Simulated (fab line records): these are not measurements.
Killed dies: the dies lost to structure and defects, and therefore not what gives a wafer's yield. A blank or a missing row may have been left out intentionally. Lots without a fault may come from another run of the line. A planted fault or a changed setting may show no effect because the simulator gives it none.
fab line records + flow nandHarc
record:
- lots: 13
- wafers: 39
- lastDay: 33
route steps=1302 shown P_ZERO_WELL@41 P_STI@84 END@1302
lots that met no fault: taken from a fault-free run of the same line
startH: the number of hours between the record's first day and the start of the first shown wafer of the lot + waitH: time in hours since the lot's previous step + " the same as in the row above + L1.1+2: a single row standing in for several wafers + - value missing, or start not given + * or withheld: withheld + < > ~ a bound
route shown NAME@n: NAME is a module with steps in the file, n the number in the route of the first one + usual: mean and standard deviation over wafers with no fault + same: alike in all rows + chamber/n: place in a boat + sites: each site's reading + _std_site: their standard deviation + _edge_site: inner sites' mean taken away from outer sites' mean + radiusMm: for every site, how far away it sits from the centre of the wafer + mask NAME#n: copy n + behind: the most recent tool/chamber to have shaped the wafer + hold: cause of the lot's hold/its duration in hours/its outcome + device: the n, p or np transistor that did not switch + end of line: the route-end tests of the same wafers + where a step has no rows: the recipe by itself + killed: not the wafer's yield, but the dies lost to structure and defects at the first sort + map: the dies of a wafer, with x for killed, . for not killed, _ for no die there
set.NAME: the setting the step ran with; set.NAME@STEP: the setting that earlier step ran with + model.NAME: the simulator's own value behind a step, which no gauge read
steps of the route over a sample of lots; a table a step, a row a wafer
services: a tool's chamber out of use, with start hour (startH, from the record's first day; less than 0 if before it), hours out, and reason
== steps ==
step: NHARC_P_ZERO_WELL_EXPOSE_34
recipe:
- na: 0.6
- targetCdNm: 720
- doseMj: 22.31
- maskId: P_PWELL
| lot.wafer  | tool          | chamber | startH | waitH | mask      |
|------------|---------------|---------|--------|-------|-----------|
| L152.2+3+4 | krfScanner-01 | 0       | 23.82  | -     | P_PWELL#0 |
| L154.1+5+6 | krfScanner-03 | 0       | 44.01  | -     | P_PWELL#0 |
| L156.2+4+5 | krfScanner-01 | 0       | 64.16  | -     | P_PWELL#0 |
| L157.2+4+5 | krfScanner-03 | 0       | 74.21  | -     | P_PWELL#0 |
| L158.3+4+6 | krfScanner-03 | 0       | 83.83  | -     | P_HVPW#0  |
| L160.1+4+5 | krfScanner-03 | 0       | 104.55 | -     | P_PWELL#0 |
| L166.1+3+4 | krfScanner-03 | 0       | 164.19 | -     | P_PWELL#0 |
| L169.1+3+5 | krfScanner-01 | 0       | 193.72 | -     | P_PWELL#0 |
| L170.1+2+4 | krfScanner-03 | 0       | 204.33 | -     | P_PWELL#0 |
| L172.1+4+5 | krfScanner-03 | 0       | 228.00 | -     | P_PWELL#0 |
| L173.1+3+4 | krfScanner-01 | 0       | 234.27 | -     | P_PWELL#0 |
| L174.1+2+3 | krfScanner-01 | 0       | 243.80 | -     | P_PWELL#0 |
| L175.1+5+6 | krfScanner-01 | 0       | 254.22 | -     | P_PWELL#0 |
step: NHARC_P_ZERO_WELL_CD_MEAS_37
recipe:
- targetCdNm: 720
- landingEnergyEv: 500
usual:
- cdNm: 718.3/2.2
same:
- landingEnergyEv: 500
| lot.wafer | tool     | chamber | startH | waitH | cdNm  |
|-----------|----------|---------|--------|-------|-------|
| L152.2    | cdSem-02 | 0       | 23.97  | -     | 720.5 |
| L152.3    | "        | 0       | "      | "     | 714.9 |
| L152.4    | "        | 0       | "      | "     | 716.1 |
| L154.1    | cdSem-03 | 0       | 44.17  | -     | 716.9 |
| L154.5    | "        | 0       | "      | "     | 713.7 |
| L154.6    | "        | 0       | "      | "     | 717.1 |
| L156.2    | cdSem-01 | 0       | 64.31  | -     | 717.7 |
| L156.4    | "        | 0       | "      | "     | 718.7 |
| L156.5    | "        | 0       | "      | "     | 716.4 |
| L157.2    | cdSem-03 | 0       | 74.36  | -     | 720.7 |
| L157.4    | "        | 0       | "      | "     | 720.1 |
| L157.5    | "        | 0       | "      | "     | 719.0 |
| L158.3    | cdSem-02 | 0       | 83.98  | -     | -     |
| L158.4    | "        | 0       | "      | "     | -     |
| L158.6    | "        | 0       | "      | "     | -     |
| L160.1    | cdSem-02 | 0       | 104.71 | -     | 721.0 |
| L160.4    | "        | 0       | "      | "     | 715.1 |
| L160.5    | "        | 0       | "      | "     | 718.8 |
| L166.1    | cdSem-01 | 0       | 164.35 | -     | 717.0 |
| L166.3    | "        | 0       | "      | "     | 718.0 |
| L166.4    | "        | 0       | "      | "     | 716.9 |
| L169.1    | cdSem-03 | 0       | 193.88 | -     | 718.6 |
| L169.3    | "        | 0       | "      | "     | 716.5 |
| L169.5    | "        | 0       | "      | "     | 720.4 |
| L170.1    | cdSem-02 | 0       | 204.49 | -     | 717.6 |
| L170.2    | "        | 0       | "      | "     | 716.4 |
| L170.4    | "        | 0       | "      | "     | 718.4 |
| L172.1    | cdSem-01 | 0       | 228.16 | -     | 717.3 |
| L172.4    | "        | 0       | "      | "     | 718.6 |
| L172.5    | "        | 0       | "      | "     | 719.3 |
| L173.1    | cdSem-01 | 0       | 234.43 | -     | 718.9 |
| L173.3    | "        | 0       | "      | "     | 720.7 |
| L173.4    | "        | 0       | "      | "     | 722.5 |
| L174.1    | cdSem-01 | 0       | 243.96 | -     | 719.0 |
| L174.2    | "        | 0       | "      | "     | 715.5 |
| L174.3    | "        | 0       | "      | "     | 714.4 |
| L175.1    | cdSem-03 | 0       | 254.38 | -     | 722.8 |
| L175.5    | "        | 0       | "      | "     | 724.2 |
| L175.6    | "        | 0       | "      | "     | 724.3 |
step: NHARC_P_STI_OVL_MEAS_10
usual:
- overlayXNm: -1/6.1
- overlayYNm: 0/5.8
| lot.wafer | tool       | chamber | startH | waitH | overlayXNm | overlayYNm |
|-----------|------------|---------|--------|-------|------------|------------|
| L152.2    | overlay-01 | -       | 44.36  | -     | 6          | -11        |
| L152.3    | "          | -       | "      | "     | 6          | -11        |
| L152.4    | "          | -       | "      | "     | 6          | -11        |
| L154.1    | overlay-02 | -       | 64.87  | -     | 12         | -3         |
| L154.5    | "          | -       | "      | "     | 13         | -2         |
| L154.6    | "          | -       | "      | "     | 13         | -2         |
| L156.2    | overlay-02 | -       | 84.90  | -     | -4         | 2          |
| L156.4    | "          | -       | "      | "     | -5         | 2          |
| L156.5    | "          | -       | "      | "     | -5         | 2          |
| L157.2    | overlay-02 | -       | 94.69  | -     | 10         | 1          |
| L157.4    | "          | -       | "      | "     | 9          | 1          |
| L157.5    | "          | -       | "      | "     | 9          | 0          |
| L160.1    | overlay-01 | -       | 122.75 | -     | -7         | -2         |
| L160.4    | "          | -       | "      | "     | -6         | -2         |
| L160.5    | "          | -       | "      | "     | -7         | -2         |
| L166.1    | overlay-02 | -       | 184.49 | -     | -5         | -5         |
| L166.3    | "          | -       | "      | "     | -5         | -4         |
| L166.4    | "          | -       | "      | "     | -5         | -4         |
| L169.1    | overlay-01 | -       | 213.98 | -     | -8         | 4          |
| L169.3    | "          | -       | "      | "     | -7         | 3          |
| L169.5    | "          | -       | "      | "     | -7         | 3          |
| L170.1    | overlay-02 | -       | 222.62 | -     | 7          | 8          |
| L170.2    | "          | -       | "      | "     | 7          | 8          |
| L170.4    | "          | -       | "      | "     | 7          | 8          |
| L172.1    | overlay-02 | -       | 248.92 | -     | -8         | 3          |
| L172.4    | "          | -       | "      | "     | -7         | 5          |
| L172.5    | "          | -       | "      | "     | -7         | 3          |
| L173.1    | overlay-02 | -       | 254.89 | -     | -10        | -5         |
| L173.3    | "          | -       | "      | "     | -11        | -6         |
| L173.4    | "          | -       | "      | "     | -10        | -6         |
| L174.1    | overlay-02 | -       | 263.76 | -     | -2         | -7         |
| L174.2    | "          | -       | "      | "     | -1         | -7         |
| L174.3    | "          | -       | "      | "     | -1         | -7         |
| L175.1    | overlay-01 | -       | 273.26 | -     | 2          | -3         |
| L175.5    | "          | -       | "      | "     | 2          | -3         |
| L175.6    | "          | -       | "      | "     | 2          | -3         |
step: NHARC_P_STI_DESCUM_14
recipe:
- timeS: 3
- o2FlowSccm: 200
- arFlowSccm: 0
- biasPowerW: 0
- chemistry: O2
usual:
- drypumpMotorCurrentA: 5.8/0.39
- oesProductAu: 1.000/0.012
- rfVppV: 57.9/0.85
- showerheadPlenumPTorr: 1.92/0.063
- throttleValvePct: 11.311/0.0098
same:
- biasPowerW: 0
| lot.wafer | tool       | chamber | startH | waitH | drypumpMotorCurrentA | oesProductAu | rfHoursCounterH | rfVppV | showerheadPlenumPTorr | throttleValvePct |
|-----------|------------|---------|--------|-------|----------------------|--------------|-----------------|--------|-----------------------|------------------|
| L152.2    | rieDiel-07 | 1       | 44.53  | -     | 5.4                  | 0.999        | 8               | 58.1   | 1.95                  | 11.316           |
| L152.4    | "          | 2       | "      | "     | 6.6                  | 0.994        | 8               | 58.8   | 1.94                  | 11.298           |
| L152.3    | "          | 3       | "      | "     | 5.9                  | 0.992        | 8               | 57.6   | 1.95                  | 11.317           |
| L154.1    | rieDiel-10 | 1       | 65.05  | -     | 5.4                  | 1.013        | 7               | 57.6   | 1.79                  | 11.325           |
| L154.5    | "          | 0       | "      | "     | 5.9                  | 0.992        | -               | 57.6   | 1.95                  | 11.303           |
| L154.6    | "          | 1       | "      | "     | 5.4                  | 1.014        | -               | 55.8   | 1.79                  | 11.324           |
| L156.4    | rieDiel-07 | 0       | 85.08  | -     | 5.5                  | 1.016        | 12              | 57.9   | 1.98                  | 11.304           |
| L156.2    | "          | 1       | "      | "     | 5.4                  | 1.007        | 13              | 58.3   | 1.95                  | 11.323           |
| L156.5    | "          | 3       | "      | "     | 5.9                  | 0.975        | -               | 59.5   | 1.95                  | 11.304           |
| L157.2    | rieDiel-07 | 2       | 94.86  | -     | 6.6                  | 1.001        | 13              | 58.5   | 1.94                  | 11.323           |
| L157.4    | "          | 0       | "      | "     | 5.5                  | 1.023        | 12              | 59.7   | 1.98                  | 11.319           |
| L157.5    | "          | 3       | "      | "     | 5.9                  | 0.987        | -               | 58.5   | 1.95                  | 11.309           |
| L160.1    | rieDiel-10 | 2       | 122.92 | -     | 5.5                  | 1.015        | 3               | 57.2   | 1.89                  | 11.312           |
| L160.4    | "          | 0       | "      | "     | 5.9                  | 1.001        | 2               | 58.5   | 1.95                  | 11.314           |
| L160.5    | "          | 3       | "      | "     | 5.9                  | 1.007        | -               | 58.5   | 1.98                  | 11.322           |
| L166.3    | rieDiel-10 | 3       | 184.67 | -     | 5.9                  | 1.016        | 5               | 57.5   | 1.98                  | 11.310           |
| L166.4    | "          | 1       | "      | "     | 5.4                  | 1.012        | 5               | 56.6   | 1.79                  | 11.315           |
| L166.1    | "          | 2       | "      | "     | 5.5                  | 0.997        | 5               | 57.3   | 1.89                  | 11.299           |
| L169.1    | rieDiel-07 | 1       | 214.15 | -     | 5.4                  | 0.999        | 7               | 57.9   | 1.94                  | 11.304           |
| L169.3    | "          | 3       | "      | "     | 5.9                  | 0.997        | 7               | 57.4   | 1.94                  | 11.322           |
| L169.5    | "          | 2       | "      | "     | 6.6                  | 0.999        | -               | 58.3   | 1.94                  | 11.298           |
| L170.1    | rieDiel-10 | 2       | 222.80 | -     | 5.5                  | 0.995        | 8               | 58.5   | 1.88                  | 11.320           |
| L170.2    | "          | 0       | "      | "     | 5.8                  | 1.005        | 8               | 58.2   | 1.95                  | 11.310           |
| L170.4    | "          | 2       | "      | "     | 5.6                  | 1.000        | -               | 58.3   | 1.88                  | 11.320           |
| L172.4    | rieDiel-07 | 3       | 249.09 | -     | 5.9                  | 0.981        | 11              | 57.9   | 1.94                  | 11.324           |
| L172.1    | "          | 2       | "      | "     | 6.6                  | 0.988        | 11              | 57.7   | 1.93                  | 11.305           |
| L172.5    | "          | 0       | "      | "     | 5.5                  | 1.000        | -               | 57.9   | 1.97                  | 11.318           |
| L173.4    | rieDiel-07 | 0       | 255.06 | -     | 5.5                  | 1.008        | 11              | 59.0   | 1.97                  | 11.313           |
| L173.3    | "          | 1       | "      | "     | 5.4                  | 0.994        | 11              | 57.9   | 1.94                  | 11.308           |
| L173.1    | "          | 3       | "      | "     | 5.9                  | 0.969        | 11              | 58.0   | 1.94                  | 11.327           |
| L174.2    | rieDiel-10 | 1       | 263.94 | -     | 5.4                  | 0.996        | 0               | 57.8   | 1.79                  | 11.316           |
| L174.1    | "          | 2       | "      | "     | 5.6                  | 0.981        | 0               | 58.3   | 1.88                  | 11.331           |
| L174.3    | "          | 3       | "      | "     | 5.9                  | 0.997        | 0               | 58.7   | 1.98                  | 11.311           |
| L175.1    | rieDiel-07 | 0       | 273.46 | -     | 5.5                  | 0.998        | 12              | 59.7   | 1.97                  | 11.322           |
| L175.6    | "          | 2       | "      | "     | 6.6                  | 0.978        | -               | 57.8   | 1.93                  | 11.317           |
| L175.5    | "          | 3       | "      | "     | 5.9                  | 0.973        | -               | 58.0   | 1.94                  | 11.311           |
step: NHARC_P_STI_CD_MEAS_16
usual:
- cdNm: 201/3.5
| lot.wafer | tool     | chamber | startH | waitH | cdNm |
|-----------|----------|---------|--------|-------|------|
| L152.2    | cdSem-01 | -       | 44.97  | -     | 202  |
| L152.3    | "        | -       | "      | "     | 205  |
| L152.4    | "        | -       | "      | "     | 203  |
| L154.1    | cdSem-01 | -       | 65.47  | -     | 201  |
| L154.5    | "        | -       | "      | "     | 200  |
| L154.6    | "        | -       | "      | "     | 203  |
| L156.2    | cdSem-03 | -       | 85.51  | -     | 201  |
| L156.4    | "        | -       | "      | "     | 204  |
| L156.5    | "        | -       | "      | "     | 208  |
| L157.2    | cdSem-01 | -       | 95.29  | -     | 205  |
| L157.4    | "        | -       | "      | "     | 206  |
| L157.5    | "        | -       | "      | "     | 198  |
| L160.1    | cdSem-02 | -       | 123.85 | -     | 199  |
| L160.4    | "        | -       | "      | "     | 199  |
| L160.5    | "        | -       | "      | "     | 200  |
| L166.1    | cdSem-03 | -       | 185.10 | -     | 207  |
| L166.3    | "        | -       | "      | "     | 200  |
| L166.4    | "        | -       | "      | "     | 202  |
| L169.1    | cdSem-02 | -       | 214.59 | -     | 205  |
| L169.3    | "        | -       | "      | "     | 202  |
| L169.5    | "        | -       | "      | "     | 203  |
| L170.1    | cdSem-03 | -       | 223.28 | -     | 197  |
| L170.2    | "        | -       | "      | "     | 203  |
| L170.4    | "        | -       | "      | "     | 199  |
| L172.1    | cdSem-03 | -       | 249.53 | -     | 197  |
| L172.4    | "        | -       | "      | "     | 202  |
| L172.5    | "        | -       | "      | "     | 193  |
| L173.1    | cdSem-02 | -       | 255.53 | -     | 202  |
| L173.3    | "        | -       | "      | "     | 199  |
| L173.4    | "        | -       | "      | "     | 202  |
| L174.1    | cdSem-03 | -       | 264.37 | -     | 204  |
| L174.2    | "        | -       | "      | "     | 195  |
| L174.3    | "        | -       | "      | "     | 199  |
| L175.1    | cdSem-02 | -       | 273.89 | -     | 200  |
| L175.5    | "        | -       | "      | "     | 199  |
| L175.6    | "        | -       | "      | "     | 199  |
step: NHARC_END_SORT_01
recipe:
- tempC: 25
usual:
- killedAtArray: 59/21
- killedAtOther: 1.0/1.1
- killedAtPeriphery: 4.0/2.6
- killedDies: 64/21
- killedOpen: 3.2/1.7
- killedShort: 2.5/1.5
same:
- grossDies: 677
| lot.wafer | tool      | chamber | startH | waitH | killedAtArray | killedAtOther | killedAtPeriphery | killedDies | killedOpen | killedShort |
|-----------|-----------|---------|--------|-------|---------------|---------------|-------------------|------------|------------|-------------|
| L158.3    | prober-01 | 0       | 638.70 | 3.1   | 58            | 0             | 619               | 677        | 5          | 1           |
| L158.4    | prober-01 | 0       | 639.51 | 3.4   | 62            | 0             | 615               | 677        | 2          | 2           |
| L158.6    | prober-01 | 0       | 641.11 | 4.0   | 50            | 0             | 627               | 677        | 3          | 3           |
killed by level:class
L158.3 P_ZERO_WELL:areaExpose=616 A_CHANNEL_HOLE_D1:chamberFilmFlake=23 A_CHANNEL_HOLE_D2:chamberFilmFlake=19 A_STAIRCASE:chamberFilmFlake=3 P_ZERO_WELL:chamberFilmFlake=2 A_ZERO_WELL:chamberFilmFlake=2 A_WL_FILL:chamberFilmFlake=2 P_M2:geometricParticle:open=1
L158.4 P_ZERO_WELL:areaExpose=613 A_CHANNEL_HOLE_D2:chamberFilmFlake=27 A_CHANNEL_HOLE_D1:chamberFilmFlake=21 A_WL_FILL:chamberFilmFlake=3 A_CHANNEL_FILL_D2:geometricParticle:short=2 P_ZERO_WELL:chamberFilmFlake=2 A_STAIRCASE:chamberFilmFlake=2 A_ONON_D2:geometricParticle:open=1
L158.6 P_ZERO_WELL:areaExpose=621 A_CHANNEL_HOLE_D2:chamberFilmFlake=19 A_CHANNEL_HOLE_D1:chamberFilmFlake=18 P_CONTACT:chamberFilmFlake=4 A_WL_FILL:chamberFilmFlake=3 A_STAIRCASE:chamberFilmFlake=2 A_ONON_D1:geometricParticle:short=1 A_CHANNEL_FILL_D1:geometricParticle:short=1
== services ==
| tool          | chamber | startH | hours | kind        |
|---------------|---------|--------|-------|-------------|
| rieDiel-07    | 0       | 22.78  | -     | clean       |
| rieDiel-07    | 1       | 22.78  | -     | clean       |
| rieDiel-07    | 2       | 22.78  | -     | clean       |
| rieDiel-07    | 3       | 22.78  | -     | clean       |
| krfScanner-01 | -       | 26.48  | 2.4   | repair      |
| krfScanner-03 | -       | 33.93  | 0.3   | repair      |
| rieDiel-07    | 0       | 47.28  | -     | clean       |
| rieDiel-07    | 1       | 47.28  | -     | clean       |
| rieDiel-07    | 2       | 47.28  | -     | clean       |
| rieDiel-07    | 3       | 47.28  | -     | clean       |
| krfScanner-03 | -       | 52.00  | 4.0   | pm          |
| krfScanner-03 | 0       | 57.82  | -     | calibration |
| rieDiel-10    | -       | 65.50  | 9.0   | pm          |
| rieDiel-07    | 0       | 71.78  | -     | clean       |
| krfScanner-03 | -       | 76.91  | 1.2   | repair      |
| rieDiel-07    | -       | 117.26 | 9.0   | pm          |
| krfScanner-01 | -       | 122.71 | 1.1   | repair      |
| krfScanner-01 | -       | 140.00 | 4.0   | pm          |
| krfScanner-03 | -       | 187.00 | 3.7   | repair      |
| rieDiel-10    | 3       | 202.06 | 25.8  | repair      |
| rieDiel-10    | -       | 216.66 | 1.6   | repair      |
| krfScanner-03 | -       | 224.00 | 4.0   | pm          |
| rieDiel-07    | 3       | 242.33 | 4.4   | repair      |
| rieDiel-10    | -       | 242.50 | 9.0   | pm          |
== key ==
firstSign:
- step: NHARC_P_ZERO_WELL_EXPOSE_34
- reading: mask
- direction: changed
effect:
- step: NHARC_P_ZERO_WELL_CD_MEAS_37
- reading: cdNm
- direction: missing
effect:
- step: NHARC_END_SORT_01
- reading: killedAtPeriphery
- direction: up
- sigmas: 99+
- usual: 4.0
- struck: 620.3
moreKillsBornAt:
- NHARC_P_ZERO_WELL_EXPOSE_34@krfScanner-03: 1850
metAt NHARC_P_ZERO_WELL_EXPOSE_34
struckLots L158
laterRowsLeftOut L158.3,L158.4,L158.6
testerLeftOut L158
notActingAt NHARC_P_STI_OVL_MEAS_10,NHARC_P_STI_DESCUM_14,NHARC_P_STI_CD_MEAS_16
onsetBetween 74.21 83.83
fault:
- kind: wrongMask
- tool: any
- chamber: -
- onsetH: 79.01
- steps: NHARC_P_ZERO_WELL_EXPOSE_34
- auxCopy: P_HVPW#0
- scope: struckLotsOnly
testerLeftOut: of these lots the tester's yield and bins aren't shown, on N5 and GAA mostly nor the transistor test; their killed dies are dies lost to structure and defects alone, not to doping, threshold or leakage, so they don't give the yield
laterRowsLeftOut: the simulator's readings of these wafers behind a module that went badly wrong aren't trusted and aren't shown, but for the sort
